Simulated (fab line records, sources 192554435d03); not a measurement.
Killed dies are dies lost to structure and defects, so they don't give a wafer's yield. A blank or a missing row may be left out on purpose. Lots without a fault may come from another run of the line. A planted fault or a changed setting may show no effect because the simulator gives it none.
fab line records | flow n5_finfet
record lots=9 wafers=27 last_day=19
route steps=1938 shown STI_FIN_REVEAL@207 DUMMY_GATE@214 SPACER0@260 BEOL_M4@1111 PASSIVATION@1936
lots that met no fault: from a run of the same line without faults
start_h: hours from the record's first day to the start of the lot's first wafer shown | wait_h: hours since the lot's step before | " the same as in the row above | L1.1+2: a row that stands for several wafers | - no value, or no start given | * or withheld: withheld | < > ~ a bound
route shown NAME@n: a module of which the file shows steps, and the number in the route of the first | usual: mean/standard deviation of fault-free wafers | same: alike in all rows | chamber/n: place in a boat | sites: the reading at each site | _std_site: their standard deviation | _edge_site: outer sites' mean less inner sites' | radius_mm: how far each site lies from the wafer's centre | mask NAME#n: copy n | behind: the tool/chamber that last shaped the wafer | hold: why the lot was held/for how many hours/how that ended | device: the transistor (n, p or np) that didn't switch | end of line: the same wafers' tests at the end of the route | a step without rows: its recipe alone | killed: dies lost to structure and defects at the first sort, not the wafer's yield | map: a wafer's dies, x killed, . not, _ none there
set.NAME: the setting as run; set.NAME@STEP: as run at that earlier step | model.NAME: the simulator's own value behind a step, which no gauge read
steps of the route over a sample of lots; a table a step, a row a wafer
services: from which hour (start_h, from the record's first day; less than 0 if before it) a tool's chamber was out of use, for how many hours, and why
## steps
# step N5_STI_FIN_REVEAL_CD_MEAS_22
# recipe target_cd_nm=6.238 pitch_nm=28 polarity=line
# usual cd_nm=6.16/0.25
# columns lot.wafer tool chamber start_h wait_h cd_nm
L494.2 cd_sem-03 - 47.03 0.0 5.82
L494.4 " - " " 6.14
L494.5 " - " " 6.10
L500.2 cd_sem-01 - 80.00 0.0 6.26
L500.3 " - " " 6.10
L500.5 " - " " 6.19
L501.2 cd_sem-01 - 84.06 0.0 5.90
L501.3 " - " " 5.94
L501.4 " - " " 5.56
L502.1 cd_sem-01 - 90.79 0.0 6.15
L502.2 " - " " 6.16
L502.4 " - " " 5.92
L506.1 cd_sem-02 - 116.89 0.0 6.33
L506.2 " - " " 6.12
L506.3 " - " " 5.64
L507.2 cd_sem-03 - 121.36 0.0 6.20
L507.3 " - " " 6.22
L507.5 " - " " 6.27
L514.2 cd_sem-01 - 164.24 0.0 6.17
L514.5 " - " " 6.28
L514.6 " - " " 6.25
L515.1 cd_sem-03 - 169.51 0.0 5.73
L515.4 " - " " 5.98
L515.5 " - " " 6.02
L516.1 cd_sem-02 - 180.27 0.0 6.26
L516.3 " - " " 6.48
L516.6 " - " " 6.08
# step N5_DUMMY_GATE_ALD_02
# recipe material=SiO2 target_thk_a=20 temp_c=300 ald_precursor_family=BDEAS ald_co_reactant=O2-plasma pulse_time_s=1 pressure_torr=2
# usual chamber_pressure_Torr=1.999/0.0038 heater_power_outer_w=262/26 heater_power_w=462/44 precursor_pulse_height_rel=0.999/0.02 susceptor_temp_C=300.02/0.19
# columns lot.wafer tool chamber start_h wait_h chamber_pressure_Torr heater_power_outer_w heater_power_w precursor_pulse_height_rel susceptor_temp_C
L494.2 ald_sin-02 0 47.42 0.2 1.984 294 497 0.979 299.70
L494.4 " 2 " " 1.997 265 501 0.980 300.38
L494.5 " 0 " " 1.995 291 505 0.996 299.95
L500.2 ald_sin-03 3 80.21 0.0 2.000 267 450 0.996 300.13
L500.3 " 0 " " 2.002 315 529 0.986 300.05
L500.5 " 1 " " 1.995 241 427 1.027 299.77
L501.2 ald_sin-01 1 84.27 0.0 1.998 240 428 0.988 299.99
L501.3 " 2 " " 2.003 269 485 1.009 300.07
L501.4 " 1 " " 1.999 244 440 0.992 300.04
L502.1 ald_sin-02 0 91.22 0.2 1.999 289 516 1.008 300.31
L502.2 " 2 " " 2.002 269 510 1.026 300.16
L502.4 " 3 " " 1.993 242 404 1.042 300.04
L506.1 ald_sin-01 0 117.11 0.0 1.998 300 526 1.001 300.01
L506.2 " 3 " " 2.004 261 496 0.999 299.73
L506.3 " 2 " " 2.007 267 494 1.014 299.66
L507.2 ald_sin-01 2 121.69 0.2 1.997 266 467 1.004 299.88
L507.3 " 0 " " 1.998 306 494 1.020 300.08
L507.5 " 2 " " 2.005 266 483 1.018 299.86
L514.2 ald_sin-03 0 165.39 0.9 1.997 307 528 0.996 300.13
L514.5 " 2 " " 2.000 227 379 0.992 299.79
L514.6 " 1 " " 2.002 228 400 0.971 300.21
L515.1 ald_sin-03 3 169.76 0.0 1.997 271 454 0.990 299.73
L515.4 " 1 " " 2.000 224 401 0.984 300.27
L515.5 " 1 " " 2.000 225 406 0.995 300.13
L516.1 ald_sin-01 1 181.73 1.3 1.999 245 429 0.998 300.15
L516.3 " 3 " " 1.998 257 496 1.023 299.96
L516.6 " 3 " " 2.000 254 487 0.995 300.06
# step N5_DUMMY_GATE_THK_MEAS_05
# usual thk_nm=72.2/1
# columns lot.wafer tool chamber start_h wait_h thk_nm
L494.2 film_metro-01 - 51.50 0.1 72.0
L494.4 " - " " 72.1
L494.5 " - " " 70.0
L500.2 film_metro-01 - 84.29 0.2 70.9
L500.3 " - " " 70.3
L500.5 " - " " 70.9
L501.2 film_metro-01 - 88.39 0.2 70.6
L501.3 " - " " 72.4
L501.4 " - " " 71.3
L502.1 film_metro-02 - 95.30 0.2 71.7
L502.2 " - " " 74.6
L502.4 " - " " 72.3
L506.1 film_metro-01 - 124.98 0.1 73.7
L506.2 " - " " 73.5
L506.3 " - " " 71.4
L507.2 film_metro-01 - 128.65 0.1 71.5
L507.3 " - " " 70.3
L507.5 " - " " 72.9
L514.2 film_metro-01 - 169.52 0.1 71.4
L514.5 " - " " 71.5
L514.6 " - " " 70.6
L515.1 film_metro-02 - 173.84 0.1 72.5
L515.4 " - " " 71.1
L515.5 " - " " 72.7
L516.1 film_metro-02 - 185.81 0.2 71.2
L516.3 " - " " 72.3
L516.6 " - " " 73.1
# step N5_SPACER0_ALD_08
# recipe material=SiNx target_thk_a=20 temp_c=400 ald_precursor_family=SiH2I2 ald_co_reactant=N2/H2-plasma pressure_torr=2
# usual chamber_pressure_Torr=2.000/0.0046 heater_power_outer_w=509/55 heater_power_w=814/90 susceptor_temp_C=400.04/0.2
# columns lot.wafer tool chamber start_h wait_h chamber_pressure_Torr heater_power_outer_w heater_power_w susceptor_temp_C
L494.2 ald_sin-04 2 58.07 0.1 1.991 600 942 399.60
L494.4 " 3 " " 1.993 531 914 400.02
L494.5 " 0 " " 2.006 477 776 399.88
L500.2 ald_sin-02 2 95.21 0.1 2.000 529 901 400.04
L500.3 " 3 " " 1.997 467 740 399.83
L500.5 " 3 " " 2.002 459 721 400.15
L501.2 ald_sin-02 1 95.75 0.1 2.001 480 803 400.49
L501.3 " 0 " " 1.999 548 891 399.41
L501.4 " 2 " " 1.999 535 892 400.17
L502.1 ald_sin-03 0 101.45 0.1 2.004 597 918 399.61
L502.2 " 3 " " 2.001 536 809 400.28
L502.4 " 3 " " 2.001 558 802 400.30
L506.1 ald_sin-02 2 134.47 0.1 - - - -
L506.2 " 0 " " - - - -
L506.3 " 1 " " - - - -
L507.2 ald_sin-02 2 135.90 0.1 - - - -
L507.3 " 0 " " - - - -
L507.5 " 0 " " - - - -
L514.2 ald_sin-02 2 175.91 0.1 2.003 529 925 399.91
L514.5 " 0 " " 2.003 550 892 400.02
L514.6 " 3 " " 2.004 463 720 400.20
L515.1 ald_sin-03 1 180.53 0.1 2.000 444 733 400.10
L515.4 " 3 " " 2.002 536 803 399.91
L515.5 " 2 " " 1.992 434 689 399.97
L516.1 ald_sin-02 2 195.57 0.1 1.993 540 942 400.00
L516.3 " 1 " " 2.001 456 753 400.12
L516.6 " 0 " " 1.999 560 878 400.01
# step N5_BEOL_M4_RC_MEAS_101
# usual DIBL_N=36.3/1.9 DIBL_P=36.0/2.1 IOFF_N=0.16/0.031 IOFF_N_85C=3.1/0.5 IOFF_N_LIN=0.073/0.012 IOFF_N_LONG=5.58e-05/2.3e-06 IOFF_P=0.21/0.035 IOFF_P_85C=3.6/0.5 IOFF_P_LIN=0.100/0.012 ION_N=675/14 ION_P=464/8.5 REXT_N=75.3/1.6 REXT_P=100.2/2.6 SS_N=71.5/0.6 SS_P=73.3/0.72 VT_N=250/3.2 VT_N_LVT=99/3.2 VT_P=-250/3.1 VT_P_LVT=-98.9/2.6
# columns lot.wafer tool chamber start_h wait_h DIBL_N[mV/V] DIBL_P[mV/V] IOFF_N[nA/um] IOFF_N_85C[nA/um] IOFF_N_LIN[nA/um] IOFF_N_LONG[nA/um] IOFF_P[nA/um] IOFF_P_85C[nA/um] IOFF_P_LIN[nA/um] ION_N[uA/um] ION_P[uA/um] REXT_N[ohm.um] REXT_P[ohm.um] SS_N[mV/dec] SS_P[mV/dec] VT_N[mV] VT_N_LVT[mV] VT_P[mV] VT_P_LVT[mV]
L494.2 prober-02 0 173.52 0.2 33.9 34.2 0.12 2.4 0.059 5.78e-05 0.18 3.2 0.089 658 458 79.8 103.9 71.0 72.4 252 103 -251 -99.4
L494.4 " 0 " " 36.2 36.9 0.16 3.1 0.074 5.79e-05 0.23 3.9 0.107 668 462 78.0 103.5 71.5 73.3 250 99 -248 -96.7
L494.5 " 0 " " 35.7 35.3 0.14 2.8 0.067 5.68e-05 0.21 3.7 0.102 656 454 79.7 103.2 70.8 72.4 252 101 -249 -97.0
L501.2 prober-01 0 202.23 0.2 33.6 31.7 0.10 2.1 0.052 5.57e-05 0.16 2.9 0.084 667 464 74.8 101.4 70.8 71.8 257 107 -254 -101.9
L501.3 " 0 " " 36.4 35.0 0.14 2.7 0.067 5.56e-05 0.21 3.6 0.100 675 462 75.3 101.9 72.4 72.9 252 102 -248 -99.2
L501.4 " 0 " " 35.0 34.1 0.12 2.5 0.061 5.51e-05 0.20 3.5 0.099 663 462 76.5 99.7 70.9 72.1 255 103 -249 -98.7
L500.2 prober-02 0 207.27 0.2 39.5 38.3 0.19 3.6 0.085 5.67e-05 0.27 4.4 0.119 675 465 75.2 104.7 72.0 73.3 249 98 -247 -95.1
L500.3 " 0 " " 39.9 38.0 0.22 4.1 0.086 5.73e-05 0.27 4.4 0.121 672 460 74.1 103.3 72.6 73.2 247 96 -244 -95.3
L500.5 " 0 " " 36.4 35.1 0.16 3.0 0.074 5.67e-05 0.22 3.8 0.109 677 470 73.7 103.4 70.3 72.6 251 97 -247 -96.3
L502.1 prober-01 0 208.91 0.0 37.2 39.2 0.19 3.6 0.080 5.17e-05 0.23 4.0 0.102 662 451 77.7 99.2 72.9 73.5 250 97 -249 -99.8
L502.2 " 0 " " 33.7 35.7 0.13 2.7 0.064 5.26e-05 0.18 3.1 0.085 667 454 75.8 98.5 70.8 72.9 252 100 -255 -101.7
L502.4 " 0 " " 30.6 31.6 0.09 1.9 0.046 5.19e-05 0.13 2.4 0.068 638 441 76.9 99.0 70.6 72.3 256 106 -255 -105.6
L507.2 prober-01 0 285.25 0.2 55.2 49.7 0.84 12.5 0.270 6.75e-05 0.97 13.0 0.356 785 541 62.0 80.3 76.2 76.0 224 72 -219 -70.6
L507.3 " 0 " " 53.2 48.2 0.69 10.7 0.238 6.6e-05 0.82 11.5 0.320 767 528 62.6 80.4 75.3 75.4 226 74 -225 -72.2
L507.5 " 0 " " 56.6 48.4 0.97 14.1 0.255 6.75e-05 0.85 11.9 0.326 770 526 61.8 79.8 77.9 75.5 226 73 -225 -72.7
L514.2 prober-02 0 288.12 0.2 38.4 36.3 0.17 3.4 0.074 5.69e-05 0.21 3.7 0.101 663 453 75.1 100.3 72.6 73.2 250 102 -250 -100.3
L514.5 " 0 " " 35.6 34.7 0.12 2.5 0.061 5.64e-05 0.19 3.4 0.096 668 464 75.1 99.1 71.1 73.2 252 104 -251 -101.7
L514.6 " 0 " " 38.0 37.4 0.16 3.2 0.078 5.62e-05 0.22 3.9 0.106 676 460 75.8 102.3 72.0 74.0 248 100 -246 -100.3
L506.1 prober-02 0 320.06 0.0 53.9 49.9 0.73 11.1 0.239 6.05e-05 0.86 11.9 0.309 763 528 62.0 84.9 75.3 76.3 231 75 -226 -73.7
L506.2 " 0 " " 54.0 52.7 0.83 12.2 0.270 5.89e-05 1.15 15.3 0.383 765 536 61.3 82.8 74.9 76.6 227 72 -222 -69.8
L506.3 " 0 " " 53.2 49.1 0.65 10.1 0.225 6.15e-05 0.89 12.1 0.321 768 536 61.0 83.0 74.5 76.2 228 76 -224 -72.2
L515.1 prober-02 0 324.58 0.0 35.8 36.4 0.15 2.8 0.069 5.57e-05 0.23 3.9 0.108 676 469 77.2 101.5 72.4 73.1 251 101 -249 -97.9
L515.4 " 0 " " 34.3 34.6 0.13 2.5 0.061 5.64e-05 0.19 3.4 0.095 673 465 76.6 101.6 71.7 72.1 253 104 -250 -101.2
L515.5 " 0 " " 36.3 36.0 0.15 2.9 0.069 5.8e-05 0.21 3.6 0.102 676 465 74.8 100.3 72.0 72.5 251 102 -249 -99.1
L516.1 prober-01 0 340.67 0.0 36.2 36.7 0.15 3.0 0.071 5.59e-05 0.21 3.7 0.098 668 460 75.8 101.4 71.1 73.1 250 98 -249 -96.6
L516.3 " 0 " " 36.5 36.7 0.15 3.0 0.070 5.53e-05 0.21 3.7 0.096 668 458 76.0 102.1 70.7 73.2 251 98 -248 -97.9
L516.6 " 0 " " 36.9 37.3 0.16 3.0 0.072 5.58e-05 0.21 3.8 0.099 665 457 76.2 101.9 71.4 74.1 251 98 -250 -97.3
# step N5_PASSIVATION_PROBE_49
# usual defect_limited_yield=91.0/1.5 killed_at_M0_to_M3=32/9.6 killed_at_M4_up=13/4.7 killed_at_contacts=13/7.2 killed_at_front_end=44/13 killed_at_other=4/3.4 killed_dies=106/18 killed_open=70/13 killed_short=35/8 sort_bin_4_leakage=0/0 sort_bin_5_function=5.3/0.97 sort_bin_6_memory=3.4/0.73 sort_bin_8_speed=0.00/0.036 sort_n_pass=1074/18 sort_yield_pct=91.0/1.5
# same gross_dies=1180 killed_at_back_side=0
# columns lot.wafer tool chamber start_h wait_h defect_limited_yield[%] killed_at_M0_to_M3 killed_at_M4_up killed_at_contacts killed_at_front_end killed_at_other killed_dies killed_open killed_short sort_bin_4_leakage[%] sort_bin_5_function[%] sort_bin_6_memory[%] sort_bin_8_speed[%] sort_n_pass sort_yield_pct[%]
L494.2 prober-01 - 258.65 0.1 90.3 38 14 19 44 0 115 74 41 0 5.3 3.9 0 1065 90.3
L494.4 prober-01 - 258.75 0.2 92.5 27 10 12 37 3 89 57 30 0 3.9 3.4 0 1091 92.5
L494.5 prober-01 - 258.80 0.2 93.0 19 13 15 35 1 83 65 18 0 3.6 3.2 0 1097 93.0
L501.2 prober-02 - 278.65 0.1 91.2 28 9 24 39 4 104 73 31 0 5.3 3.2 0 1076 91.2
L501.3 prober-02 - 278.70 0.1 91.7 29 4 14 49 2 98 68 25 0 4.3 3.4 0 1082 91.7
L501.4 prober-02 - 278.75 0.2 92.4 27 7 11 38 7 90 67 23 0 5.1 2.3 0 1090 92.4
L500.2 prober-02 - 290.53 0.1 91.1 33 15 7 36 14 105 68 35 0 5.3 3.3 0 1075 91.1
L500.3 prober-02 - 290.58 0.1 92.1 28 19 7 38 1 93 58 34 0 4.6 2.8 0 1087 92.1
L500.5 prober-02 - 290.68 0.2 91.3 35 18 3 45 2 103 60 40 0 4.9 3.6 0 1077 91.3
L502.1 prober-01 - 295.16 0.0 92.4 21 11 10 41 7 90 56 32 0 4.3 3.0 0 1090 92.4
L502.2 prober-01 - 295.21 0.1 91.3 21 7 8 65 2 103 72 29 0 4.7 3.8 0 1077 91.3
L502.4 prober-01 - 295.31 0.2 93.9 24 10 7 27 4 72 44 27 0 3.4 2.5 0.42 1103 93.5
L507.2 prober-02 - 375.95 0.1 92.5 41 8 6 32 2 89 59 28 92.46 5.2 2.1 0 0 0
L507.3 prober-02 - 376.00 0.1 92.2 36 12 14 30 0 92 56 34 92.12 4.8 2.7 0 1 0.1
L507.5 prober-02 - 376.10 0.2 93.9 22 15 14 20 1 72 46 23 93.90 3.2 2.6 0 0 0
L514.2 prober-02 - 392.72 0.1 88.6 46 11 12 63 3 135 90 42 0 5.8 5.3 0 1045 88.6
L514.5 prober-02 - 392.87 0.2 91.0 37 11 9 42 7 106 70 32 0 5.7 2.7 0 1074 91.0
L514.6 prober-02 - 392.92 0.3 90.5 35 10 9 52 6 112 68 44 0 5.3 3.9 0 1068 90.5
L515.1 prober-01 - 432.54 0.0 92.1 27 17 8 36 5 93 61 32 0 4.0 3.7 0 1087 92.1
L515.4 prober-01 - 432.69 0.2 92.5 25 12 7 41 3 88 51 37 0 4.3 2.7 0 1092 92.5
L515.5 prober-01 - 432.74 0.2 90.4 35 18 14 44 2 113 78 35 0 5.7 3.6 0 1067 90.4
L506.1 prober-01 - 442.27 0.0 90.1 38 19 12 33 15 117 81 34 90.00 5.5 3.8 0 1 0.1
L506.2 prober-01 - 442.32 0.1 92.7 24 16 4 35 7 86 59 23 92.71 3.9 3.3 0 0 0
L506.3 prober-01 - 442.37 0.1 93.2 25 7 6 39 3 80 54 25 93.14 4.0 2.3 0 1 0.1
L516.1 prober-01 - 446.48 0.0 90.4 51 15 13 32 2 113 76 37 0 6.1 3.4 0 1067 90.4
L516.3 prober-01 - 446.58 0.1 93.5 23 4 6 38 6 77 50 27 0 3.7 2.5 0 1103 93.5
L516.6 prober-01 - 446.73 0.3 91.3 30 17 20 34 2 103 72 31 0 5.5 2.8 0 1077 91.3
# killed by level:class
L494.2 FIN_SAQP:geometric_particle:short=14 MOL_CONTACT_COAG:geometric_particle:open=14 BEOL_M4:geometric_particle:open=10 BEOL_M2:geometric_particle:open=8 FIN_SAQP:geometric_particle:open=7 BEOL_M3:geometric_particle:open=7 GATE_CUT:geometric_particle:short=6 BEOL_M1:geometric_particle:open=6
L494.4 BEOL_M2:geometric_particle:open=15 MOL_CONTACT_COAG:geometric_particle:open=7 STI_FIN_REVEAL:geometric_particle:open=6 FIN_SAQP:geometric_particle:open=6 BEOL_M3:geometric_particle:open=6 MOL_CONTACT_COAG:geometric_particle:short=5 STARTING-WAFER:geometric_particle:short=5 FIN_SAQP:geometric_particle:short=4
L494.5 MOL_CONTACT_COAG:geometric_particle:open=13 FIN_SAQP:geometric_particle:open=12 BEOL_M4:geometric_particle:open=9 FIN_SAQP:geometric_particle:short=8 BEOL_M3:geometric_particle:open=8 BEOL_M2:geometric_particle:open=6 STI_FIN_REVEAL:geometric_particle:open=3 DUMMY_GATE:geometric_particle:open=3
L501.2 MOL_CONTACT_COAG:geometric_particle:open=18 FIN_SAQP:geometric_particle:open=8 BEOL_M0_SAQP:geometric_particle:open=7 BEOL_M0_SAQP:geometric_particle:short=7 MOL_CONTACT_COAG:geometric_particle:short=6 BEOL_M1:geometric_particle:open=6 STARTING-WAFER:geometric_particle:short=5 FIN_SAQP:geometric_particle:short=4
L501.3 FIN_SAQP:geometric_particle:open=12 BEOL_M0_SAQP:geometric_particle:open=12 MOL_CONTACT_COAG:geometric_particle:open=11 DUMMY_GATE:geometric_particle:open=6 BEOL_M0_SAQP:geometric_particle:short=5 HKMG_FIN:area_etch=5 FIN_SAQP:geometric_particle:short=4 STI_FIN_REVEAL:geometric_particle:open=4
L501.4 STI_FIN_REVEAL:geometric_particle:open=10 MOL_CONTACT_COAG:geometric_particle:open=7 BEOL_M2:geometric_particle:open=7 BEOL_M1:geometric_particle:open=7 DUMMY_GATE:geometric_particle:open=4 MOL_CONTACT_COAG:geometric_particle:short=4 BEOL_M3:geometric_particle:open=4 STARTING-WAFER:geometric_particle:open=4
L500.2 BEOL_M0_SAQP:geometric_particle:open=11 BEOL_M0_SAQP:geometric_particle:short=11 BEOL_M4:geometric_particle:open=9 FIN_SAQP:geometric_particle:open=7 STI_FIN_REVEAL:geometric_particle:open=7 BEOL_M2:geometric_particle:open=5 PASS1_CAP:geometric_particle:open=5 DUMMY_GATE:geometric_particle:open=4
L500.3 BEOL_M4:geometric_particle:open=11 BEOL_M0_SAQP:geometric_particle:open=9 FIN_SAQP:geometric_particle:short=8 BEOL_M0_SAQP:geometric_particle:short=8 MOL_CONTACT_COAG:geometric_particle:open=7 FIN_SAQP:geometric_particle:open=5 STI_FIN_REVEAL:geometric_particle:open=5 DUMMY_GATE:geometric_particle:open=5
L500.5 FIN_SAQP:geometric_particle:short=11 BEOL_M2:geometric_particle:open=9 DUMMY_GATE:geometric_particle:open=8 BEOL_M4:geometric_particle:open=8 FIN_SAQP:geometric_particle:open=7 GATE_CUT:geometric_particle:short=7 STI_FIN_REVEAL:geometric_particle:open=6 BEOL_M0_SAQP:geometric_particle:short=6
L502.1 STI_FIN_REVEAL:geometric_particle:open=13 MOL_CONTACT_COAG:geometric_particle:open=10 FIN_SAQP:geometric_particle:open=9 BEOL_M0_SAQP:geometric_particle:short=8 GATE_CUT:geometric_particle:short=5 BEOL_M4:geometric_particle:open=5 BEOL_M0_SAQP:geometric_particle:open=4 BEOL_M2:geometric_particle:open=4
L502.2 STI_FIN_REVEAL:geometric_particle:open=32 FIN_SAQP:geometric_particle:short=8 STI_FIN_REVEAL:geometric_particle:short=8 MOL_CONTACT_COAG:geometric_particle:open=7 BEOL_M2:geometric_particle:open=6 FIN_SAQP:geometric_particle:open=5 BEOL_M1:geometric_particle:open=5 STARTING-WAFER:geometric_particle:short=4
L502.4 BEOL_M2:geometric_particle:open=7 FIN_SAQP:geometric_particle:open=6 MOL_CONTACT_COAG:geometric_particle:open=5 FIN_SAQP:geometric_particle:short=4 GATE_CUT:geometric_particle:short=4 GATE_CUT:geometric_particle:open=4 BEOL_M0_SAQP:geometric_particle:short=4 BEOL_M4:geometric_particle:open=4
L507.2 BEOL_M0_SAQP:geometric_particle:open=16 FIN_SAQP:geometric_particle:short=9 BEOL_M0_SAQP:geometric_particle:short=9 DUMMY_GATE:geometric_particle:open=6 MOL_CONTACT_COAG:geometric_particle:open=6 FIN_SAQP:geometric_particle:open=5 BEOL_M1:geometric_particle:open=4 BEOL_M2:geometric_particle:open=4
L507.3 BEOL_M0_SAQP:geometric_particle:open=13 MOL_CONTACT_COAG:geometric_particle:open=12 FIN_SAQP:geometric_particle:short=9 BEOL_M0_SAQP:geometric_particle:short=8 FIN_SAQP:geometric_particle:open=7 BEOL_M2:geometric_particle:open=6 GATE_CUT:geometric_particle:short=3 BEOL_M4:geometric_particle:open=3
L507.5 MOL_CONTACT_COAG:geometric_particle:open=12 BEOL_M0_SAQP:geometric_particle:open=8 BEOL_M0_SAQP:geometric_particle:short=7 FIN_SAQP:geometric_particle:open=6 BEOL_M4:geometric_particle:open=6 BEOL_M3:geometric_particle:open=4 STARTING-WAFER:geometric_particle:short=3 STARTING-WAFER:geometric_particle:open=3
L514.2 STI_FIN_REVEAL:geometric_particle:open=20 BEOL_M2:geometric_particle:open=14 FIN_SAQP:geometric_particle:short=11 FIN_SAQP:geometric_particle:open=10 BEOL_M3:geometric_particle:open=10 MOL_CONTACT_COAG:geometric_particle:open=8 BEOL_M0_SAQP:geometric_particle:short=6 BEOL_M0_SAQP:geometric_particle:open=5
L514.5 STI_FIN_REVEAL:geometric_particle:open=10 BEOL_M0_SAQP:geometric_particle:open=10 FIN_SAQP:geometric_particle:open=9 BEOL_M0_SAQP:geometric_particle:short=9 BEOL_M3:geometric_particle:open=7 BEOL_M4:geometric_particle:open=7 FIN_SAQP:geometric_particle:short=6 MOL_CONTACT_COAG:geometric_particle:open=6
L514.6 STI_FIN_REVEAL:geometric_particle:open=16 FIN_SAQP:geometric_particle:short=10 FIN_SAQP:geometric_particle:open=9 BEOL_M0_SAQP:geometric_particle:short=9 BEOL_M1:geometric_particle:open=8 MOL_CONTACT_COAG:geometric_particle:open=6 BEOL_M3:geometric_particle:open=6 BEOL_M4:geometric_particle:open=6
L515.1 STI_FIN_REVEAL:geometric_particle:open=9 FIN_SAQP:geometric_particle:open=7 BEOL_M4:geometric_particle:open=7 FIN_SAQP:geometric_particle:short=5 MOL_CONTACT_COAG:geometric_particle:open=5 BEOL_M1:geometric_particle:open=5 BEOL_M3:geometric_particle:open=5 DUMMY_GATE:geometric_particle:open=4
L515.4 BEOL_M1:geometric_particle:open=8 STI_FIN_REVEAL:geometric_particle:open=6 GATE_CUT:geometric_particle:short=6 BEOL_M0_SAQP:geometric_particle:open=6 BEOL_M4:geometric_particle:open=6 DUMMY_GATE:geometric_particle:short=5 MOL_CONTACT_COAG:geometric_particle:open=5 FIN_SAQP:geometric_particle:open=4
L515.5 MOL_CONTACT_COAG:geometric_particle:open=14 FIN_SAQP:geometric_particle:open=12 STI_FIN_REVEAL:geometric_particle:open=11 FIN_SAQP:geometric_particle:short=10 BEOL_M4:geometric_particle:open=9 BEOL_M1:geometric_particle:open=9 BEOL_M0_SAQP:geometric_particle:open=6 BEOL_M0_SAQP:geometric_particle:short=4
L506.1 BEOL_M1:geometric_particle:open=15 FIN_SAQP:geometric_particle:open=13 MOL_CONTACT_COAG:geometric_particle:open=9 BEOL_M0_SAQP:geometric_particle:short=7 BEOL_M3:geometric_particle:open=7 BEOL_M5:geometric_particle:open=7 PASS1_CAP:geometric_particle:open=6 FIN_SAQP:geometric_particle:short=5
L506.2 FIN_SAQP:geometric_particle:open=7 DUMMY_GATE:geometric_particle:open=7 BEOL_M3:geometric_particle:open=7 BEOL_M0_SAQP:geometric_particle:short=5 BEOL_M1:geometric_particle:open=5 FIN_SAQP:geometric_particle:short=4 STI_FIN_REVEAL:geometric_particle:open=4 MOL_CONTACT_COAG:geometric_particle:open=4
L506.3 FIN_SAQP:geometric_particle:open=10 STI_FIN_REVEAL:geometric_particle:open=5 BEOL_M1:geometric_particle:open=5 BEOL_M2:geometric_particle:open=5 STARTING-WAFER:geometric_particle:open=5 MOL_CONTACT_COAG:geometric_particle:open=4 FIN_SAQP:geometric_particle:short=3 DUMMY_GATE:geometric_particle:open=3
L516.1 BEOL_M0_SAQP:geometric_particle:short=14 STI_FIN_REVEAL:geometric_particle:open=13 MOL_CONTACT_COAG:geometric_particle:open=13 BEOL_M4:geometric_particle:open=10 BEOL_M1:geometric_particle:short=7 BEOL_M3:geometric_particle:open=7 BEOL_M2:geometric_particle:open=6 STARTING-WAFER:geometric_particle:short=6
L516.3 STI_FIN_REVEAL:geometric_particle:open=9 BEOL_M3:geometric_particle:open=9 DUMMY_GATE:geometric_particle:open=5 GATE_CUT:geometric_particle:short=5 STARTING-WAFER:geometric_particle:short=5 MOL_CONTACT_COAG:geometric_particle:open=4 STI_FIN_REVEAL:geometric_particle:short=3 ILD0:geometric_particle:open=3
L516.6 MOL_CONTACT_COAG:geometric_particle:open=16 BEOL_M2:geometric_particle:open=9 BEOL_M4:geometric_particle:open=7 STI_FIN_REVEAL:geometric_particle:open=6 STI_FIN_REVEAL:geometric_particle:short=5 BEOL_M0_SAQP:geometric_particle:open=5 BEOL_M3:geometric_particle:open=5 FIN_SAQP:geometric_particle:open=4
## services
# columns tool chamber start_h hours kind
ald_sin-02 - 26.36 14.6 pm
ald_sin-01 - 43.13 2.8 pm
ald_sin-01 0 64.24 46.6 repair
ald_sin-01 3 77.88 15.3 repair
ald_sin-01 2 78.13 2.4 repair
ald_sin-03 - 85.52 14.0 pm
ald_sin-03 0 85.52 14.0 vent_cycle
ald_sin-03 1 85.52 31.7 vent_cycle
ald_sin-03 2 85.52 14.0 vent_cycle
ald_sin-03 3 85.52 14.0 vent_cycle
ald_sin-03 0 99.52 - clean
ald_sin-03 - 111.24 6.0 pm
ald_sin-03 - 157.30 0.3 repair
ald_sin-02 1 160.35 15.6 repair
ald_sin-04 3 173.31 5.0 repair
ald_sin-02 - 176.75 14.0 pm
ald_sin-02 0 176.75 14.0 vent_cycle
ald_sin-02 1 176.75 14.0 vent_cycle
ald_sin-02 2 176.75 14.0 vent_cycle
ald_sin-02 3 176.75 14.0 vent_cycle
ald_sin-02 0 190.75 - clean
ald_sin-02 1 190.75 - clean
ald_sin-02 2 190.75 - clean
ald_sin-02 3 190.75 - clean
## key
first_sign step=N5_SPACER0_ALD_08 reading=tool_record direction=missing
effect step=N5_BEOL_M4_RC_MEAS_101 reading=IOFF_P direction=up sigmas=20 usual=0.21 struck=0.93
effect step=N5_BEOL_M4_RC_MEAS_101 reading=IOFF_N direction=up sigmas=20 usual=0.16 struck=0.78
effect step=N5_BEOL_M4_RC_MEAS_101 reading=IOFF_P_LIN direction=up sigmas=19 usual=0.100 struck=0.336
effect step=N5_BEOL_M4_RC_MEAS_101 reading=IOFF_P_85C direction=up sigmas=18 usual=3.6 struck=12.6
effect step=N5_BEOL_M4_RC_MEAS_101 reading=IOFF_N_85C direction=up sigmas=17 usual=3.1 struck=11.8
effect step=N5_BEOL_M4_RC_MEAS_101 reading=IOFF_N_LIN direction=up sigmas=15 usual=0.073 struck=0.250
effect step=N5_BEOL_M4_RC_MEAS_101 reading=VT_P_LVT direction=up sigmas=10 usual=-98.9 struck=-71.9
effect step=N5_BEOL_M4_RC_MEAS_101 reading=DIBL_N direction=up sigmas=9.6 usual=36.3 struck=54.3
effect step=N5_BEOL_M4_RC_MEAS_101 reading=REXT_N direction=down sigmas=8.4 usual=75.3 struck=61.8
effect step=N5_BEOL_M4_RC_MEAS_101 reading=VT_P direction=up sigmas=8.4 usual=-250 struck=-224
effect step=N5_BEOL_M4_RC_MEAS_101 reading=ION_P direction=up sigmas=8.1 usual=464 struck=532
effect step=N5_BEOL_M4_RC_MEAS_101 reading=VT_N_LVT direction=down sigmas=7.9 usual=99 struck=74
effect step=N5_PASSIVATION_PROBE_49 reading=sort_bin_4_leakage direction=up sigmas=99+ usual=0 struck=92.39
met_at N5_SPACER0_ALD_08
struck_lots L506,L507
not_acting_at N5_STI_FIN_REVEAL_CD_MEAS_22,N5_DUMMY_GATE_ALD_02,N5_DUMMY_GATE_THK_MEAS_05
onset_between 95.75 134.47
fault kind=skipped_step_whole tool=ald_sin-02 chamber=- onset_h=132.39 steps=N5_SPACER0_ALD_08 scope=struck_lots_only
